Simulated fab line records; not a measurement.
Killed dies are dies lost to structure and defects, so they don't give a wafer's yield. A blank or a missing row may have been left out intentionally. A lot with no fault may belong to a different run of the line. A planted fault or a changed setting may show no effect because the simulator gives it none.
Chamber matching | flow nand harc | NHARC_P_CONTACT_CMP_01 on cmp-02 has 4 sister chambers
The step polishes SiO2, target thk 200 nm. 4 wafers are shown with their chamber, then 8 later ones without.

WAFERS WITH THEIR CHAMBER
wafer  | chamber | motor current A (A)
L374.2 | 2       | 13.6
L374.5 | 0       | 12.6
L376.5 | 3       | 9.9
L380.1 | 1       | 10.1

WAFERS WITHOUT THEIR CHAMBER
wafer  | motor current A (A)
L380.2 | 10.1
L380.4 | 13.1
L384.1 | 13.1
L384.3 | 9.9
L384.6 | 10.2
L385.1 | 12.7
L385.2 | 12.5
L385.3 | 10.0

WHICH CHAMBER EACH ONE RAN IN
wafer  | from the rows above     | in truth
L380.2 | can't be placed: 1 or 3 | 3
L380.4 | can't be placed: 0 or 2 | 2
L384.1 | can't be placed: 0 or 2 | 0
L384.3 | can't be placed: 3 or 1 | 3
L384.6 | can't be placed: 1 or 3 | 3
L385.1 | 0                       | 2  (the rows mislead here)
L385.2 | 0                       | 0
L385.3 | can't be placed: 1 or 3 | 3
Placed correctly: 1 of 8. Cannot be placed on the basis of these rows: 6; the candidates contain the true chamber in 6. 1 placed wrongly.
How it was worked out, from the rows above alone: a wafer's distance from a chamber is the root of the sum, over the readings, of the square of ((its reading less the chamber's mean) divided by the reading's scatter). If the next closest chamber is less than 2 further off than the closest, the wafer can't be placed; otherwise it belongs to the closest. For every chamber, the mean is computed from those of its wafers that are shown. The scatter: root of mean squared gap, hidden wafer to nearest shown wafer, with one shown wafer a chamber.
